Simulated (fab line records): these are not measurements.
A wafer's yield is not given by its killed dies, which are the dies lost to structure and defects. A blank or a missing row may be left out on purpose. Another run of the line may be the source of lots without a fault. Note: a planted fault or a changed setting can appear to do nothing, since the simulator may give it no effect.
fab line records	flow n5-finfet
record: lots: 10	wafers: 30	last-day: 19
route steps=1938 shown ZERO_LAYER@4 BEOL_M4@1102 BEOL_M5@1112
lots untouched by any fault: they come from a run of this same line in which no faults occurred
start-h: start of the lot's first displayed wafer, in hours after the record's first day	wait-h: hours since the lot's step before	" the same as in the row above	L1.1+2: one row covering several wafers at once	- no value, or no start was given	* or withheld: withheld	< > ~ a bound
route shown NAME@n: NAME is a module with steps in the file, n the number in the route of the first one	usual: mean/standard deviation of fault-free wafers	same: alike in all rows	chamber/n: place in a boat	sites: the reading at each site	_std_site: standard deviation across them	_edge_site: the outer-site mean with the inner-site mean subtracted	radius-mm: for every site, how far away it sits from the centre of the wafer	mask NAME#n: copy n	behind: the tool/chamber that last shaped the wafer	hold: the reason the lot was held/the length of the hold in hours/how it ended	device: whichever transistor did not switch (one of n, p or np)	end of line: the same wafers' tests at the end of the route	a step with no rows: only its recipe	killed: dies that structure and defects cost at the first sort, which is not the same as the wafer's yield	map: per-die view of a wafer (x killed, . not killed, _ where there is no die)
set.NAME: setting as actually run; set.NAME@STEP: the setting as run at that earlier step	model.NAME: the simulator's own value behind a step, which no gauge read
steps of the route over a sample of lots; a table a step, a row a wafer
services: a tool's chamber out of use, with start hour (start-h, from the record's first day; less than 0 if before it), hours out, and reason
== steps ==
step: N5_ZERO_LAYER_PECVD_02
recipe: material: SiO2	target-thk-a: 100	temp-c: 400	precursor: SiH4/N2O	pressure-torr: 0.75	rf-w: 275	time-s: 6
usual: heater-power-outer-w: 463/49	heater-power-w: 785/69	rf-fwd-power-W: 273.1/0.98	showerhead-plenum-p-Torr: 8.14/0.15
lot.wafer	tool	chamber	start-h	wait-h	heater-power-outer-w	heater-power-w	rf-fwd-power-W	showerhead-plenum-p-Torr
L612.4	pecvd-02	1	30.31	0.1	401	706	273.4	8.37
L612.5	"	0	"	"	483	798	274.2	7.84
L612.6	"	1	"	"	402	691	273.2	8.36
L613.2	pecvd-02	2	36.28	0.0	464	815	271.7	8.34
L613.3	"	1	"	"	404	683	273.0	8.35
L613.6	"	0	"	"	448	776	-	7.83
L614.1	pecvd-02	1	42.29	0.0	430	746	274.6	8.37
L614.4	"	1	"	"	433	754	272.7	8.36
L614.6	"	0	"	"	428	764	-	7.86
L615.2	pecvd-01	1	48.28	0.0	568	944	273.4	8.15
L615.4	"	1	"	"	570	919	274.4	8.16
L615.5	"	0	"	"	397	735	273.2	8.07
L624.2	pecvd-01	1	102.31	0.1	569	933	273.5	8.15
L624.3	"	1	"	"	555	928	272.9	8.14
L624.5	"	1	"	"	576	934	272.7	8.13
L626.2	pecvd-03	0	114.28	0.0	504	846	272.7	8.06
L626.5	"	1	"	"	510	879	271.1	8.19
L626.6	"	2	"	"	441	698	272.3	8.24
L627.1	pecvd-02	0	120.29	0.0	433	772	275.1	7.87
L627.2	"	2	"	"	498	858	272.0	8.34
L627.4	"	2	"	"	503	845	272.5	8.33
L628.2	pecvd-01	1	126.28	0.0	524	898	273.4	8.14
L628.4	"	1	"	"	527	882	274.2	8.16
L628.6	"	1	"	"	536	890	273.9	8.14
L629.1	pecvd-02	1	132.28	0.0	467	767	273.2	8.39
L629.3	"	2	"	"	456	779	273.3	8.35
L629.4	"	0	"	"	443	737	274.1	7.84
L632.1	pecvd-03	1	150.28	0.0	480	799	270.8	8.20
L632.5	"	1	"	"	477	789	271.1	8.22
L632.6	"	0	"	"	422	716	272.7	8.06
step: N5_BEOL_M4_ANNEAL_51
recipe: temp-c: 225	time-s: 90	ambient: N2
usual: wafer_temp_C_max: 226.03/0.28
lot.wafer	tool	chamber	start-h	wait-h	wafer_temp_C_max
L613.2	rtp-anneal-01	0	238.60	0.1	226.10
L613.3	"	0	"	"	226.36
L613.6	"	0	"	"	225.92
L612.4	rtp-anneal-01	0	243.21	0.2	225.71
L612.5	"	0	"	"	226.44
L612.6	"	0	"	"	226.75
L614.1	rtp-anneal-02	0	261.66	0.1	225.60
L614.4	"	0	"	"	225.74
L614.6	"	0	"	"	226.03
L615.2	rtp-anneal-01	0	263.83	0.1	226.37
L615.4	"	0	"	"	226.66
L615.5	"	0	"	"	225.82
L624.2	rtp-anneal-02	0	308.94	0.1	225.70
L624.3	"	0	"	"	225.82
L624.5	"	0	"	"	225.74
L626.2	rtp-anneal-01	0	329.05	0.4	225.98
L626.5	"	0	"	"	226.00
L626.6	"	0	"	"	226.38
L627.1	rtp-anneal-01	0	338.43	0.1	226.25
L627.2	"	0	"	"	225.64
L627.4	"	0	"	"	226.25
L628.2	rtp-anneal-01	0	338.92	0.3	226.31
L628.4	"	0	"	"	225.83
L628.6	"	0	"	"	225.95
L629.1	rtp-anneal-01	0	341.41	0.1	225.85
L629.3	"	0	"	"	226.40
L629.4	"	0	"	"	226.55
L632.1	rtp-anneal-02	0	346.14	0.1	225.69
L632.5	"	0	"	"	226.10
L632.6	"	0	"	"	225.83
step: N5_BEOL_M4_RC_MEAS_101
usual: CJ_N: 4.35/0.084	DIBL_N: 36.0/1.7	DIBL_P: 36.2/1.9	IOFF_N: 0.154/0.028	IOFF_P: 0.21/0.036	ION_N: 675/11	ION_P: 463/8.3	RS_PWELL: 3012/25	SS_N: 71.4/0.63	SS_P: 73.2/0.55	VT_N: 250.2/3	VT_P: -251/3.7
lot.wafer	tool	chamber	start-h	wait-h	CJ_N	DIBL_N[mV/V]	DIBL_P[mV/V]	IOFF_N[nA/um]	IOFF_P[nA/um]	ION_N[uA/um]	ION_P[uA/um]	RS_PWELL[ohm/sq]	SS_N[mV/dec]	SS_P[mV/dec]	VT_N[mV]	VT_P[mV]
L613.2	prober-02	0	239.69	0.2	4.36	37.7	38.6	0.180	0.23	685	477	3061	71.5	73.7	249.5	-247
L613.3	"	0	"	"	4.41	38.0	38.8	0.185	0.23	679	467	3033	72.4	73.4	246.9	-248
L613.6	"	0	"	"	3.88	34.6	35.0	0.132	0.18	673	463	2945	71.2	72.3	252.4	-249
L612.4	prober-02	0	244.44	0.5	4.44	32.7	32.2	0.103	0.16	668	463	2994	70.7	72.2	255.7	-256
L612.5	"	0	"	"	4.48	35.9	34.8	0.140	0.19	672	457	2994	70.7	73.0	251.5	-255
L612.6	"	0	"	"	4.40	36.7	36.0	0.152	0.20	678	458	2989	70.6	73.6	250.0	-251
L614.1	prober-01	0	262.57	0.0	4.29	38.5	40.8	0.191	0.23	689	469	3015	71.7	73.7	247.8	-248
L614.4	"	0	"	"	4.33	34.9	36.2	0.124	0.17	654	455	3027	71.2	73.0	255.7	-254
L614.6	"	0	"	"	4.03	37.4	39.1	0.183	0.21	701	466	2949	71.3	74.1	246.0	-252
L615.2	prober-02	0	264.84	0.2	4.39	34.7	35.6	0.134	0.18	666	460	3020	71.4	72.7	252.2	-252
L615.4	"	0	"	"	4.44	35.7	36.4	0.155	0.20	679	461	3032	71.4	72.8	248.9	-251
L615.5	"	0	"	"	4.39	35.7	36.5	0.146	0.19	674	465	3046	71.2	72.5	249.6	-251
L624.2	prober-02	0	310.04	0.2	4.38	35.8	34.7	0.133	0.21	668	463	3004	70.8	73.0	252.7	-247
L624.3	"	0	"	"	4.32	36.9	37.0	0.160	0.25	669	465	2999	71.2	73.9	245.8	-246
L624.5	"	0	"	"	4.38	35.5	34.6	0.142	0.22	665	466	3000	70.7	72.5	247.8	-248
L626.2	prober-01	0	330.34	0.2	4.22	34.8	35.1	0.140	0.18	665	452	2978	71.5	73.5	250.6	-255
L626.5	"	0	"	"	4.23	32.6	32.5	0.105	0.15	658	454	2980	70.6	73.3	256.1	-255
L626.6	"	0	"	"	4.37	35.5	35.8	0.151	0.20	662	457	2974	70.9	73.1	249.8	-253
L627.1	prober-02	0	339.42	0.0	4.35	37.2	37.0	0.177	0.23	681	468	3034	71.8	73.7	250.5	-249
L627.2	"	0	"	"	4.45	39.3	38.5	0.221	0.26	682	466	3052	72.9	73.6	246.6	-246
L627.4	"	0	"	"	4.36	36.8	36.7	0.175	0.24	687	474	3018	70.9	74.0	247.1	-248
L628.2	prober-01	0	340.00	0.2	4.52	35.2	32.4	0.128	0.17	662	459	3043	70.8	72.1	256.1	-253
L628.4	"	0	"	"	4.39	33.8	32.5	0.107	0.17	669	462	3044	70.2	72.8	258.0	-255
L628.6	"	0	"	"	4.41	36.6	35.7	0.150	0.22	673	466	3012	71.1	72.9	251.3	-248
L629.1	prober-01	0	342.37	0.0	4.41	35.8	35.9	0.150	0.18	663	453	2999	71.1	72.5	251.4	-251
L629.3	"	0	"	"	4.42	36.0	36.7	0.158	0.20	665	462	3008	71.2	72.8	247.5	-249
L629.4	"	0	"	"	4.51	39.1	38.8	0.214	0.23	697	468	3019	71.9	73.2	244.7	-251
L632.1	prober-02	0	347.04	0.0	4.43	36.1	36.9	0.145	0.21	660	455	3016	71.4	73.0	253.2	-253
L632.5	"	0	"	"	4.56	35.9	34.8	0.148	0.19	662	456	3030	71.4	72.7	252.0	-252
L632.6	"	0	"	"	4.39	37.9	39.6	0.192	0.25	697	471	3030	72.3	73.9	247.7	-249
step: N5_BEOL_M5_ILD_DEP_00
recipe: material: SiCOH_lowk	target-thk-a: 1406.4	temp-c: 300	precursor: DEMS/porogen	pressure-torr: 5	rf-w: 500	time-s: 25.9
usual: heater-power-outer-w: 159/29	heater-power-w: 338/44	rf-fwd-power-W: 495.1/1.8	showerhead-plenum-p-Torr: 5.740/0.015	throttle-valve-pct: 13.9/0.82
lot.wafer	tool	chamber	start-h	wait-h	heater-power-outer-w	heater-power-w	rf-fwd-power-W	showerhead-plenum-p-Torr	throttle-valve-pct
L613.2	pecvd-01	1	240.50	0.7	180	387	494.2	5.749	12.3
L613.3	"	0	"	"	121	305	495.5	5.709	13.9
L613.6	"	2	"	"	124	297	496.8	5.739	13.2
L612.4	pecvd-01	1	244.97	0.4	149	330	497.3	5.746	12.6
L612.5	"	2	"	"	120	303	494.5	5.727	13.3
L612.6	"	0	"	"	148	338	497.1	5.732	13.9
L614.1	pecvd-03	2	263.53	0.8	146	293	493.3	5.728	13.2
L614.4	"	2	"	"	153	293	495.2	5.739	13.0
L614.6	"	1	"	"	167	349	492.5	5.749	14.1
L615.2	pecvd-04	2	265.65	0.7	136	306	494.9	5.761	14.0
L615.4	"	0	"	"	174	359	492.6	5.723	13.9
L615.5	"	2	"	"	139	308	496.5	5.749	13.9
L624.2	pecvd-03	0	310.86	0.7	148	325	494.9	5.737	14.2
L624.3	"	1	"	"	169	355	493.6	5.749	13.8
L624.5	"	2	"	"	150	287	494.5	5.745	12.8
L626.2	pecvd-03	2	331.15	0.7	167	304	494.8	5.750	13.0
L626.5	"	2	"	"	170	306	495.0	5.756	13.2
L626.6	"	0	"	"	157	339	496.3	5.730	14.1
L627.1	pecvd-04	0	340.38	0.8	188	384	497.0	5.714	14.1
L627.2	"	1	"	"	180	369	494.3	5.752	15.6
L627.4	"	0	"	"	196	378	493.5	5.698	14.1
L628.2	pecvd-03	1	340.81	0.7	159	343	496.1	5.749	14.1
L628.4	"	1	"	"	163	334	493.8	5.740	14.3
L628.6	"	0	"	"	125	296	494.9	5.720	14.1
L629.1	pecvd-01	1	343.33	0.8	165	359	499.4	5.727	12.2
L629.3	"	0	"	"	134	334	499.2	5.720	14.1
L629.4	"	0	"	"	139	322	496.8	5.737	13.9
L632.1	pecvd-04	0	348.00	0.8	176	377	494.3	5.718	13.9
L632.5	"	1	"	"	213	419	495.8	5.748	15.7
L632.6	"	0	"	"	186	384	496.1	5.724	14.2
step: N5_BEOL_M5_HM_DEP_02
recipe: material: TiN	target-thk-a: 200	temp-c: 25	chamber-pressure-pa: 0.49996
usual: throttle-valve-pct: 30.3/0.76
lot.wafer	tool	chamber	start-h	wait-h	throttle-valve-pct
L613.2	pvd-sputter-02	-	243.34	2.2	30.3
L613.3	"	-	"	"	29.1
L613.6	"	-	"	"	30.6
L612.4	pvd-sputter-02	-	246.24	0.6	30.5
L612.5	"	-	"	"	28.9
L612.6	"	-	"	"	30.5
L614.1	pvd-sputter-02	-	265.55	1.4	30.4
L614.4	"	-	"	"	31.2
L614.6	"	-	"	"	29.1
L615.2	pvd-sputter-02	-	266.32	0.0	31.1
L615.4	"	-	"	"	30.6
L615.5	"	-	"	"	30.2
L624.2	pvd-sputter-01	-	314.98	3.5	29.3
L624.3	"	-	"	"	29.2
L624.5	"	-	"	"	29.4
L626.2	pvd-sputter-01	-	332.97	1.2	29.4
L626.5	"	-	"	"	31.1
L626.6	"	-	"	"	29.5
L627.1	pvd-sputter-01	-	343.33	2.3	29.3
L627.2	"	-	"	"	29.4
L627.4	"	-	"	"	30.7
L628.2	pvd-sputter-02	-	343.38	1.9	29.1
L628.4	"	-	"	"	30.6
L628.6	"	-	"	"	30.5
L629.1	pvd-sputter-02	-	344.00	0.0	29.3
L629.3	"	-	"	"	30.6
L629.4	"	-	"	"	31.1
L632.1	pvd-sputter-03	-	353.14	4.5	29.6
L632.5	"	-	"	"	30.4
L632.6	"	-	"	"	29.6
== services ==
tool	chamber	start-h	hours	kind
pecvd-01	-	10.60	2.8	pm
pecvd-03	-	17.17	2.8	pm
pvd-sputter-02	-	17.61	1.7	repair
pecvd-03	-	23.74	0.8	repair
pecvd-02	-	33.32	0.3	repair
rtp-anneal-01	-	36.25	1.1	pm
pecvd-04	-	39.52	0.6	repair
pecvd-04	-	62.38	2.8	pm
pecvd-03	-	69.37	2.7	repair
pvd-sputter-02	-	78.31	1.8	repair
pecvd-02	2	79.91	3.8	repair
pecvd-01	2	97.05	5.6	repair
pecvd-01	0	99.73	11.7	repair
pecvd-02	-	112.84	2.7	repair
pecvd-01	0	139.76	7.1	repair
pecvd-02	-	171.92	1.4	repair
pecvd-02	-	175.34	2.1	repair
pecvd-01	1	274.17	12.3	repair
pecvd-01	-	275.27	0.9	repair
pecvd-03	-	286.12	14.6	pm
pecvd-02	-	298.59	3.4	repair
pecvd-02	-	326.95	0.6	repair
rtp-anneal-01	-	333.08	4.2	pm
pecvd-02	-	335.57	2.8	pm
== key ==
first-sign: step: N5_BEOL_M4_RC_MEAS_101	reading: CJ_N	direction: down	sigmas: 4.7	usual: 4.35	struck: 3.96
effect: step: N5_BEOL_M4_RC_MEAS_101	reading: RS_PWELL	direction: down	sigmas: 2.6	usual: 3012	struck: 2947
met-at N5_ZERO_LAYER_PECVD_02
struck-lots L613,L614
struck-wafers L613.6,L614.6
not-acting-at N5_BEOL_M4_ANNEAL_51,N5_BEOL_M5_ILD_DEP_00,N5_BEOL_M5_HM_DEP_02
onset-between 30.31 36.28
fault: kind: process-parameter-drift	tool: pecvd-02	chamber: 0	onset-h: 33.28	steps: N5_ZERO_LAYER_PECVD_02	channel: time-s	offset: *	shape: step	end-h: 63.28	acts-in: *	stated: *
